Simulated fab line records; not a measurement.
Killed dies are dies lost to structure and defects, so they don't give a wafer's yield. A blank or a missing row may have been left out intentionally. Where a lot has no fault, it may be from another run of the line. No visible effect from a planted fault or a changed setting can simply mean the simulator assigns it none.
Which tool did it?    flow nand harc    72 wafers from 24 lots sampled at 5 of the route's 1302 steps

== WHAT THE GAUGES READ, wafer by wafer ==
NHARC_A_M1_OVL_MEAS_10: pitch 240 nm. Usual: overlay x nm -0.4 nm, standard deviation 1; overlay y nm 0.0 nm, standard deviation 1.2.
lot   measured      on          overlay x nm (nm)  overlay y nm (nm)  flag
L074  day 23 04:21  overlay-02  0.0 0.0 0.0        1.4 1.0 0.1        
L076  day 23 12:09  overlay-02  0.6 -0.2 0.6       -0.5 -0.5 -0.4     
L075  day 23 15:22  overlay-02  -1.1 -1.7 -0.7     0.4 0.3 1.0        
L077  day 23 22:22  overlay-02  0.8 0.4 0.8        0.7 0.0 0.0        
L079  day 24 09:47  overlay-02  2.5 2.2 2.0        2.0 1.9 2.3        
L078  day 24 23:06  overlay-02  -0.7 -0.4 -0.3     -1.8 -1.7 -1.3     
L080  day 25 05:02  overlay-02  -0.5 -1.0 -0.2     0.8 1.4 0.8        
L081  day 25 05:56  overlay-02  0.1 -0.3 0.2       -1.4 -1.9 -1.3     
L083  day 27 04:47  overlay-01  -0.6 -0.5 -1.0     -1.4 -1.5 -1.5     
L084  day 27 11:57  overlay-01  0.1 0.5 -0.1       -0.9 -0.7 -0.8     
L082  day 27 14:49  overlay-02  -0.5 -0.6 -1.0     -0.6 -0.5 -0.4     
L085  day 27 15:25  overlay-01  -1.1 -0.8 -1.5     0.8 1.0 0.5        
L088  day 28 06:07  overlay-02  -1.9 -1.6 -2.2     1.2 1.2 1.4        
L086  day 28 07:43  overlay-02  -0.1 0.1 0.2       -1.5 -1.2 -1.6     
L089  day 28 21:59  overlay-01  -0.5 -0.4 -0.1     1.5 0.6 0.4        
L090  day 30 04:01  overlay-02  -1.1 0.0 -0.8      0.6 0.3 -0.1       
L091  day 30 08:47  overlay-02  0.0 -0.7 -0.6      -0.9 -1.0 -1.2     
L087  day 30 12:31  overlay-01  -1.5 -1.0 -1.6     0.1 1.1 0.7        
L092  day 30 19:52  overlay-02  0.9 0.8 0.6        -0.6 -0.6 -0.5     
L096  day 31 10:34  overlay-02  0.0 -0.5 -0.2      -1.9 -1.8 -1.9     
L094  day 31 13:17  overlay-02  0.1 0.1 0.0        0.8 0.9 1.3        
L095  day 31 20:03  overlay-02  -1.8 -1.8 -0.7     -1.6 -1.1 -1.1     
L093  day 32 05:25  overlay-02  -0.7 -0.8 -0.2     2.6 2.6 2.1        
L097  day 32 10:11  overlay-02  -2.3 -2.1 -2.9     1.4 2.1 0.7        

NHARC_A_M1_INSPECT_11. Usual: raw defect count at 77, with a standard deviation of 36.
lot   measured      on                 raw defect count  flag
L074  day 23 04:23  defect inspect-01  118 144 143       
L076  day 23 12:11  defect inspect-01  128 154 149       
L075  day 23 15:24  defect inspect-02  126 106 114       
L077  day 23 22:25  defect inspect-02  18 25 14          
L079  day 24 09:50  defect inspect-01  93 102 96         
L078  day 24 23:08  defect inspect-02  95 92 111         
L080  day 25 05:05  defect inspect-02  29 28 22          
L081  day 25 05:58  defect inspect-02  27 36 28          
L083  day 27 04:49  defect inspect-02  87 83 88          
L084  day 27 11:59  defect inspect-02  47 37 37          
L082  day 27 14:50  defect inspect-01  68 66 67          
L085  day 27 15:27  defect inspect-01  103 91 117        
L088  day 28 06:09  defect inspect-02  54 49 39          
L086  day 28 07:45  defect inspect-02  138 104 115       
L089  day 28 22:02  defect inspect-02  39 46 45          
L090  day 30 04:04  defect inspect-01  56 46 43          
L091  day 30 08:49  defect inspect-01  80 93 69          
L087  day 30 12:33  defect inspect-02  50 72 60          
L092  day 30 19:54  defect inspect-02  90 75 86          
L096  day 31 10:37  defect inspect-01  30 30 26          
L094  day 31 13:20  defect inspect-01  120 119 109       
L095  day 31 20:05  defect inspect-01  71 81 75          
L093  day 32 08:14  defect inspect-01  71 79 54          
L097  day 32 10:13  defect inspect-01  72 90 65          

== WHAT TOOL EACH LOT RAN ON (gives the tool, then ch and the chambers of the sampled wafers, and finally the start) ==
lot   NHARC_A_CONTACT_ETCH_136              NHARC_A_CONTACT_CMP_20         NHARC_A_M0_PRE_CLEAN_29
L074  har cap etch-02 ch 0,1, day 22 15:28  cmp-02 ch 1,2,3, day 22 19:32  pvd sputter-01, day 23 04:21 or earlier
L076  har cap etch-01 ch 0,1, day 22 23:26  cmp-04 ch 0,1,3, day 23 03:04  pvd sputter-01, day 23 12:09 or earlier
L075  har cap etch-01 ch 0,1, day 23 02:31  cmp-04 ch 0,1,3, day 23 06:12  pvd sputter-01, day 23 15:22 or earlier
L077  har cap etch-03 ch 0,1, day 23 08:35  cmp-01 ch 1,2, day 23 13:02    pvd sputter-01, day 23 22:22 or earlier
L079  har cap etch-02 ch 0,1, day 23 21:13  cmp-04 ch 0,1,3, day 24 00:52  pvd sputter-03, day 24 09:47 or earlier
L078  har cap etch-03 ch 0,1, day 24 10:24  cmp-02 ch 0,3, day 24 14:02    pvd sputter-01, day 24 23:06 or earlier
L080  har cap etch-01 ch 0, day 24 14:53    cmp-02 ch 2,3, day 24 20:03    pvd sputter-03, day 25 05:02 or earlier
L081  har cap etch-02 ch 1, day 24 16:47    cmp-01 ch 1,2,3, day 24 20:25  pvd sputter-02, day 25 05:56 or earlier
L083  har cap etch-02 ch 1, day 26 15:28    cmp-02 ch 0,2, day 26 19:47    pvd sputter-01, day 27 04:47 or earlier
L084  har cap etch-02 ch 0,1, day 26 23:15  cmp-04 ch 1,2,3, day 27 03:03  pvd sputter-02, day 27 11:57 or earlier
L082  har cap etch-03 ch 0,1, day 27 00:56  cmp-02 ch 1,2,3, day 27 04:52  pvd sputter-03, day 27 14:49 or earlier
L085  har cap etch-01 ch 0,1, day 27 02:40  cmp-04 ch 0,1,2, day 27 06:19  pvd sputter-02, day 27 15:25 or earlier
L088  har cap etch-02 ch 1, day 27 15:40    cmp-02 ch 1,2,3, day 27 21:07  pvd sputter-02, day 28 06:07 or earlier
L086  har cap etch-03 ch 0,1, day 27 17:55  cmp-01 ch 1,3, day 27 22:10    pvd sputter-03, day 28 07:43 or earlier
L089  har cap etch-01 ch 0,1, day 28 08:01  cmp-02 ch 0,3, day 28 11:44    pvd sputter-01, day 28 21:59 or earlier
L090  har cap etch-02 ch 0,1, day 29 15:16  cmp-04 ch 0,2, day 29 18:54    pvd sputter-03, day 30 04:01 or earlier
L091  har cap etch-01 ch 0,1, day 29 19:39  cmp-02 ch 0,1,3, day 29 23:56  pvd sputter-01, day 30 08:47 or earlier
L087  har cap etch-03 ch 0,1, day 29 23:32  cmp-01 ch 0,1,2, day 30 03:38  pvd sputter-02, day 30 12:31 or earlier
L092  har cap etch-03 ch 0,1, day 30 06:26  cmp-04 ch 0,2,3, day 30 10:50  pvd sputter-02, day 30 19:52 or earlier
L096  har cap etch-01 ch 0,1, day 30 21:49  cmp-01 ch 0,2, day 31 01:31    pvd sputter-03, day 31 10:34 or earlier
L094  har cap etch-01 ch 0,1, day 31 00:48  cmp-01 ch 0,1,2, day 31 04:25  pvd sputter-02, day 31 13:17 or earlier
L095  har cap etch-03 ch 0,1, day 31 06:23  cmp-01 ch 0,1,3, day 31 09:58  pvd sputter-01, day 31 20:03 or earlier
L093  har cap etch-03 ch 0,1, day 31 16:20  cmp-04 ch 1,2,3, day 31 20:12  pvd sputter-03, day 32 05:25 or earlier
L097  har cap etch-01 ch 0,1, day 31 19:55  cmp-01 ch 0,2,3, day 31 23:56  pvd sputter-03, day 32 10:11 or earlier
- NHARC_A_CONTACT_ETCH_136: etches the open film in C4F8/O2/Ar, time 311 s, target depth 1912 nm.
- NHARC_A_CONTACT_CMP_20: polishes, t overpolish 30 s, target thk 300 nm.
- NHARC_A_M0_PRE_CLEAN_29: time 30 s.

== WHAT THE TOOLS THEMSELVES READ (means of the sampled wafers that have a number; where no wafer has one, the mark that the record gives instead) ==
NHARC_A_CONTACT_CMP_20. Usual: motor current A 12.6 A, standard deviation 1.3; overpolish run s 30.000 s, standard deviation 0.0091; time to endpoint s 59.3 s, standard deviation 2.9.
lot   tool    motor current A (A)  overpolish run s (s)  time to endpoint s (s)  flag
L074  cmp-02  12.2                 29.996                60.2                    
L076  cmp-04  14.0                 30.007                61.0                    
L075  cmp-04  13.9                 30.002                62.0                    
L077  cmp-01  13.8                 30.010                63.7                    
L079  cmp-04  13.7                 29.998                62.2                    
L078  cmp-02  11.3                 29.995                59.5                    
L080  cmp-02  12.0                 30.002                58.9                    
L081  cmp-01  12.6                 30.005                63.6                    
L083  cmp-02  12.0                 30.003                56.1                    
L084  cmp-04  12.8                 29.995                53.3                    
L082  cmp-02  12.0                 30.001                64.8                    
L085  cmp-04  13.5                 30.003                58.4                    
L088  cmp-02  12.2                 29.993                57.5                    
L086  cmp-01  13.9                 30.008                56.8                    
L089  cmp-02  11.7                 29.991                59.3                    
L090  cmp-04  13.7                 30.005                58.1                    
L091  cmp-02  11.3                 30.002                57.3                    
L087  cmp-01  12.8                 29.997                59.5                    
L092  cmp-04  13.5                 30.001                60.6                    
L096  cmp-01  12.0                 29.995                58.6                    
L094  cmp-01  12.9                 30.001                57.3                    
L095  cmp-01  12.2                 30.006                59.6                    
L093  cmp-04  13.2                 30.006                55.9                    
L097  cmp-01  11.5                 29.998                59.3                    

NHARC_A_M0_PRE_CLEAN_29. Usual: heater power w at 419 W, with a standard deviation of 45.
lot   tool            heater power w (W)  flag
L074  pvd sputter-01  456                 
L076  pvd sputter-01  444                 
L075  pvd sputter-01  454                 
L077  pvd sputter-01  442                 
L079  pvd sputter-03  379                 
L078  pvd sputter-01  449                 
L080  pvd sputter-03  409                 
L081  pvd sputter-02  431                 
L083  pvd sputter-01  454                 
L084  pvd sputter-02  433                 
L082  pvd sputter-03  374                 
L085  pvd sputter-02  435                 
L088  pvd sputter-02  433                 
L086  pvd sputter-03  351                 
L089  pvd sputter-01  429                 
L090  pvd sputter-03  380                 
L091  pvd sputter-01  468                 
L087  pvd sputter-02  438                 
L092  pvd sputter-02  398                 
L096  pvd sputter-03  383                 
L094  pvd sputter-02  401                 
L095  pvd sputter-01  445                 
L093  pvd sputter-03  390                 
L097  pvd sputter-03  361                 

== THE ANSWER, worked out from the rows above alone ==
Rule: a lot is off if the mean of its wafers that have a number lies more than 3 standard deviations from the usual mean. A lot without any number at a reading at which 4 lots or more have one is off too. Where the step has rows for the other lots, those lots are counted as sound. Order of review: gauges by route order, followed by the tools' own readings, for which a lot's mean as printed above is used. The first step at which some lot is off is used, and at that step the reading that is off furthest; a lot without a number counts as furthest.
No lot is off on any of the readings shown, so nothing can be concluded from this.

== WHAT THE SIMULATOR PUT IN ==
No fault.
